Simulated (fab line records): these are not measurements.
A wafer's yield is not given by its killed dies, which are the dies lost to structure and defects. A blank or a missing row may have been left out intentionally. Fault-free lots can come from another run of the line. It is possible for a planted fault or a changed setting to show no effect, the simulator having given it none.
Chamber matching | flow nand harc | NHARC_A_CHANNEL_FILL_D1_ETCHBACK_08 on rie diel-05: 4 sister chambers
The step etches the open film in C4F8, target depth 220 nm, time 110 s. 4 wafers are shown with their chamber, then 7 later ones without.

EACH WAFER AND ITS CHAMBER
wafer  | chamber | rf vpp V (V)
L817.2 | 1       | 441.9
L817.4 | 3       | 446.1
L819.1 | 0       | 440.5
L819.2 | 2       | 440.0

WAFERS MISSING THEIR CHAMBER
wafer  | rf vpp V (V)
L819.5 | 440.6
L820.2 | 441.0
L820.3 | 440.8
L820.6 | 439.6
L824.2 | 445.1
L824.4 | 443.4
L824.5 | 439.7

THE CHAMBER EACH PASSED THROUGH
wafer  | from the rows above          | in truth
L819.5 | can't be placed: 0 or 2 or 1 | 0
L820.2 | can't be placed: 0 or 1 or 2 | 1
L820.3 | can't be placed: 0 or 2 or 1 | 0
L820.6 | can't be placed: 2 or 0      | 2
L824.2 | 3                            | 3
L824.4 | can't be placed: 1 or 3 or 0 | 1
L824.5 | can't be placed: 2 or 0      | 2
Placed correctly: 1 of 7. From these rows, 6 cannot be placed; in 6 the true chamber is one of the candidates. Wrongly placed: 0.
How it was worked out, from the rows above alone: a wafer's distance from a chamber is the root of the sum, over the readings, of the square of ((its reading less the chamber's mean) divided by the reading's scatter). The wafer belongs to the nearest chamber; if the next one is less than 2 further off, it can't be placed. For every chamber, the mean is computed from those of its wafers that are shown. The scatter: with one shown wafer a chamber, the root of the mean of the squares of how far each hidden wafer lies from its nearest shown one.
